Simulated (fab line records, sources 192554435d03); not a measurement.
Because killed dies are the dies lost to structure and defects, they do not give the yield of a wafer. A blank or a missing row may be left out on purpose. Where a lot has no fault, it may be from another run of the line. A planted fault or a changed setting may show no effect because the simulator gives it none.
Split-lot study	flow n5_finfet	21 wafers read across 7 lots, on a route 1938 steps long

THE SPLIT
At N5_BEOL_M3_TRENCH_ETCH_37 (etches SiOC in C4F6/O2, target depth 55.555 nm, time 29.2 s), the setting source_w was moved away from the recipe's 355 W on 10 of the 21 wafers read, by -15.0% to +12.4%. This setting was run at the recipe's value on the other wafers.

Reading taken at the split's own step.

THE READING
BEOL_M3.feature_depth_nm (the simulator's own value, which no gauge read), in nm, at N5_BEOL_M3_TRENCH_ETCH_37 (etches SiOC in C4F6/O2, target depth 55.555 nm, time 29.2 s). The file does not state a usual value for it. Here, 11 wafers ran the recipe; their average is 55.0 nm with a standard deviation of 0.72 nm.

wafer	tool, chamber at the split	source_w as run, W	against the recipe	BEOL_M3.feature_depth_nm, nm	against lot-mates on the recipe
L075.3	rie_diel-01, 0	324.6	-8.6%	53.8	-1.8
L075.4	rie_diel-01, 1	324.6	-8.6%	53.2	-2.4
L075.5	rie_diel-01, 0	355	recipe	55.6	-
L077.1	rie_diel-05, 3	355	recipe	54.4	-
L077.3	rie_diel-05, 1	355	recipe	54.4	-
L077.5	rie_diel-05, 3	355	recipe	54.4	-
L080.1	rie_diel-01, 3	315.3	-11.2%	52.6	-3.2
L080.3	rie_diel-01, 0	355	recipe	55.8	-
L080.4	rie_diel-01, 0	355	recipe	55.8	-
L082.3	rie_diel-05, 2	393.4	+10.8%	58.6	+3.6
L082.4	rie_diel-05, 1	393.4	+10.8%	57.6	+2.6
L082.5	rie_diel-05, 3	355	recipe	55	-
L087.4	rie_diel-02, 1	301.8	-15.0%	52.6	-1.4
L087.5	rie_diel-02, 3	301.8	-15.0%	52.8	-1.2
L087.6	rie_diel-02, 0	355	recipe	54	-
L091.2	rie_diel-02, 1	355	recipe	55.6	-
L091.3	rie_diel-02, 0	355	recipe	54	-
L091.4	rie_diel-02, 2	325.5	-8.3%	52.4	-2.4
L090.3	rie_diel-05, 1	399	+12.4%	58.2	+2.4
L090.4	rie_diel-05, 3	399	+12.4%	59.6	+3.8
L090.6	rie_diel-05, 1	355	recipe	55.8	-

FIT RESULTS
A straight line over all 21 wafers: BEOL_M3.feature_depth_nm changes by +0.235 nm for each +1% of source_w; r = +0.92; the points scatter about the line by 0.8 nm.
The same after taking each lot's own level away (the mean of its wafers on the recipe; 21 wafers): +0.209 nm for each +1%; r = +0.91; scatter 0.8 nm.
On that fit, the largest move of source_w shifts the reading by 3.1 nm.
From 54.00 to 55.80 nm: that is the span of the lots' own levels, equal to 2.5 times the standard deviation above.
So the lot-to-lot level changes the slope: the two fits differ.
Check: for one of the wafers moved furthest among these (-15.0%), held out of the fit, the line's prediction against its lot-mates is -3.31 nm. Against them it came out at -1.4 nm.

THE OTHER SPLITS THESE WAFERS WENT THROUGH
Other splits were also applied to these wafers ahead of the reading. Each is held against what the fit with the lots' levels taken away leaves over:
other split on the same wafers	wafers away from the commonest value	r with BEOL_M3.feature_depth_nm (lot level and that fit taken away)
N5_BEOL_M3_EXPOSE_08 dose_mj	5	-0.10

THE WHOLE CHAIN: every reading that the file lists as answering this split, in the file's order
step	what it does	reading	change (the file's fit)	r (the file's)
N5_BEOL_M3_TRENCH_ETCH_37	etches SiOC in C4F6/O2, target depth 55.555 nm, time 29.2 s	etch.depth_nm (the simulator's own value, which no gauge read)	+0.214 nm for each +1% of the setting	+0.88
N5_BEOL_M3_TRENCH_ETCH_37	etches SiOC in C4F6/O2, target depth 55.555 nm, time 29.2 s	BEOL_M3.feature_depth_nm (the simulator's own value, which no gauge read)	+0.217 nm for each +1% of the setting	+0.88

THE FILE'S OWN FIT
BEOL_M3.feature_depth_nm changes by +0.217 nm for each +1% of source_w, r = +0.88.
